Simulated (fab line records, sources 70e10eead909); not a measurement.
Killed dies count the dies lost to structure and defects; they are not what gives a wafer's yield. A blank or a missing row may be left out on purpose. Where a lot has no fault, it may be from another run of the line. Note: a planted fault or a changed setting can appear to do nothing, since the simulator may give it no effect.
Which tool did it? :: flow nand_harc :: Sampling: 12 lots, 36 wafers, 3 of 1302 route steps

== WHAT THE GAUGES READ, wafer by wafer ==
NHARC_A_CONTACT_CD_MEAS_80.
lot: L075
measured: day 22 07:01
on: cd_sem-03
cd_nm (nm): 289.3 288.6 289.7

lot: L076
measured: day 23 04:46
on: cd_sem-01
cd_nm (nm): 290.0 290.1 290.1

lot: L079
measured: day 23 20:13
on: cd_sem-02
cd_nm (nm): 289.7 289.9 290.1

lot: L081
measured: day 24 14:28
on: cd_sem-02
cd_nm (nm): 289.5 289.4 289.6

lot: L083
measured: day 25 18:49
on: cd_sem-03
cd_nm (nm): 289.8 289.8 289.6

lot: L085
measured: day 26 17:07
on: cd_sem-03
cd_nm (nm): 288.8 289.3 289.2

lot: L087
measured: day 27 09:36
on: cd_sem-03
cd_nm (nm): 290.2 290.4 290.2

lot: L088
measured: day 28 10:26
on: cd_sem-01
cd_nm (nm): 289.9 289.8 289.8

lot: L090
measured: day 29 06:59
on: cd_sem-03
cd_nm (nm): 289.1 288.9 288.7

lot: L095
measured: day 30 06:22
on: cd_sem-02
cd_nm (nm): 289.0 288.6 288.7

lot: L093
measured: day 30 12:29
on: cd_sem-03
cd_nm (nm): 289.8 290.2 289.9

lot: L097
measured: day 31 14:19
on: cd_sem-03
cd_nm (nm): 290.7 291.4 290.9

== TOOL THAT RAN EACH LOT (tool first, then ch and the chambers of the sampled wafers, then the start) ==
lot: L075
NHARC_A_CONTACT_ETCH_126: har_cap_etch-02 ch 1, day 22 04:48
NHARC_A_CONTACT_ETCH_91: rie_diel-03 ch 1,2, day 22 06:48

lot: L076
NHARC_A_CONTACT_ETCH_126: har_cap_etch-01 ch 0,1, day 23 01:49
NHARC_A_CONTACT_ETCH_91: rie_diel-03 ch 0,1,3, day 23 03:50

lot: L079
NHARC_A_CONTACT_ETCH_126: har_cap_etch-03 ch 0,1, day 23 17:27
NHARC_A_CONTACT_ETCH_91: rie_diel-03 ch 0,1,2, day 23 20:02

lot: L081
NHARC_A_CONTACT_ETCH_126: har_cap_etch-02 ch 0, day 24 12:16
NHARC_A_CONTACT_ETCH_91: rie_diel-03 ch 0,2, day 24 14:16

lot: L083
NHARC_A_CONTACT_ETCH_126: har_cap_etch-01 ch 0,1, day 25 16:37
NHARC_A_CONTACT_ETCH_91: rie_diel-03 ch 0,1,2, day 25 18:38

lot: L085
NHARC_A_CONTACT_ETCH_126: har_cap_etch-01 ch 0, day 26 14:53
NHARC_A_CONTACT_ETCH_91: rie_diel-03 ch 0,2, day 26 16:54

lot: L087
NHARC_A_CONTACT_ETCH_126: har_cap_etch-01 ch 0,1, day 27 07:27
NHARC_A_CONTACT_ETCH_91: rie_diel-03 ch 0,1,3, day 27 09:25

lot: L088
NHARC_A_CONTACT_ETCH_126: har_cap_etch-01 ch 0,1, day 28 07:36
NHARC_A_CONTACT_ETCH_91: rie_diel-10 ch 1,3, day 28 10:11

lot: L090
NHARC_A_CONTACT_ETCH_126: har_cap_etch-02 ch 0,1, day 29 04:44
NHARC_A_CONTACT_ETCH_91: rie_diel-03 ch 0,2,3, day 29 06:47

lot: L095
NHARC_A_CONTACT_ETCH_126: har_cap_etch-02 ch 0,1, day 30 04:08
NHARC_A_CONTACT_ETCH_91: rie_diel-10 ch 0,2,3, day 30 06:09

lot: L093
NHARC_A_CONTACT_ETCH_126: har_cap_etch-02 ch 0,1, day 30 10:11
NHARC_A_CONTACT_ETCH_91: rie_diel-10 ch 0,1, day 30 12:17

lot: L097
NHARC_A_CONTACT_ETCH_126: har_cap_etch-03 ch 0,1, day 31 12:04
NHARC_A_CONTACT_ETCH_91: rie_diel-03 ch 1,2,3, day 31 14:05
- NHARC_A_CONTACT_ETCH_126: etches the open film in C4F8/O2/Ar, time 197 s, target depth 1918 nm.
- NHARC_A_CONTACT_ETCH_91: etches the open film in CH3F/O2, target depth 40 nm, time 85.7 s.

== THE ANSWER, worked out from the rows above alone ==
Rule: usual is defined by the lots themselves. Put in order of their means at a reading, lots are off if they are a third of the lots or fewer, leave a main group of 4 or more, and stand apart from it by a gap of 3 or more times the standard deviation of the main group's means; of several such gaps the widest counts. The tables above print the reading to a certain number of digits; a main group whose means all agree to those digits is not used. Also off: a lot with no number at a reading for which 4 or more lots have one. Any other lot the step has rows for is counted as sound.
Nothing can be told from this: no lot is off at any reading shown.

== WHAT THE SIMULATOR HAD PUT IN ==
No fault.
